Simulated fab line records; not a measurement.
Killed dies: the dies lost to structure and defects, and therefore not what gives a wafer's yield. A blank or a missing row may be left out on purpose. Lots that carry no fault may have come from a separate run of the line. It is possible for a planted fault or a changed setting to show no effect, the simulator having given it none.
Chamber matching || flow nandHarc || rieDiel-06 running NHARC_A_BLC_STRIP_29: 4 sister chambers
The step strips in CF4. 4 wafers are shown with their chamber, then 7 later ones without.

WAFERS PAIRED WITH THEIR CHAMBERS
{"wafer": "L075.1", "chamber": 2, "showerheadPlenumPTorr (Torr)": 1.84}
{"wafer": "L087.4", "chamber": 3, "showerheadPlenumPTorr (Torr)": 1.65}
{"wafer": "L092.2", "chamber": 0, "showerheadPlenumPTorr (Torr)": 1.86}
{"wafer": "L092.3", "chamber": 1, "showerheadPlenumPTorr (Torr)": 1.77}

WAFERS WITHOUT THEIR CHAMBER
{"wafer": "L092.4", "showerheadPlenumPTorr (Torr)": 1.83}
{"wafer": "L097.3", "showerheadPlenumPTorr (Torr)": 1.86}
{"wafer": "L097.4", "showerheadPlenumPTorr (Torr)": 1.65}
{"wafer": "L097.6", "showerheadPlenumPTorr (Torr)": 1.83}
{"wafer": "L096.2", "showerheadPlenumPTorr (Torr)": 1.86}
{"wafer": "L096.5", "showerheadPlenumPTorr (Torr)": 1.83}
{"wafer": "L096.6", "showerheadPlenumPTorr (Torr)": 1.77}

WHICH CHAMBER EACH ONE RAN IN
{"wafer": "L092.4", "from the rows above": 2, "in truth": 2}
{"wafer": "L097.3", "from the rows above": 0, "in truth": 0}
{"wafer": "L097.4", "from the rows above": 3, "in truth": 3}
{"wafer": "L097.6", "from the rows above": 2, "in truth": 2}
{"wafer": "L096.2", "from the rows above": 0, "in truth": 0}
{"wafer": "L096.5", "from the rows above": 2, "in truth": 2}
{"wafer": "L096.6", "from the rows above": 1, "in truth": 1}
Correctly placed: 7 of 7. Number that these rows cannot place: 0. 0 placed wrongly.
How it was worked out, from the rows above alone: a wafer's distance from a chamber is the root of the sum, over the readings, of the square of ((its reading less the chamber's mean) divided by the reading's scatter). If the next closest chamber is less than 2 further off than the closest, the wafer can't be placed; otherwise it belongs to the closest. The mean given for a chamber averages the wafers shown for that chamber. The scatter: root of mean squared gap, hidden wafer to nearest shown wafer, with one shown wafer a chamber.
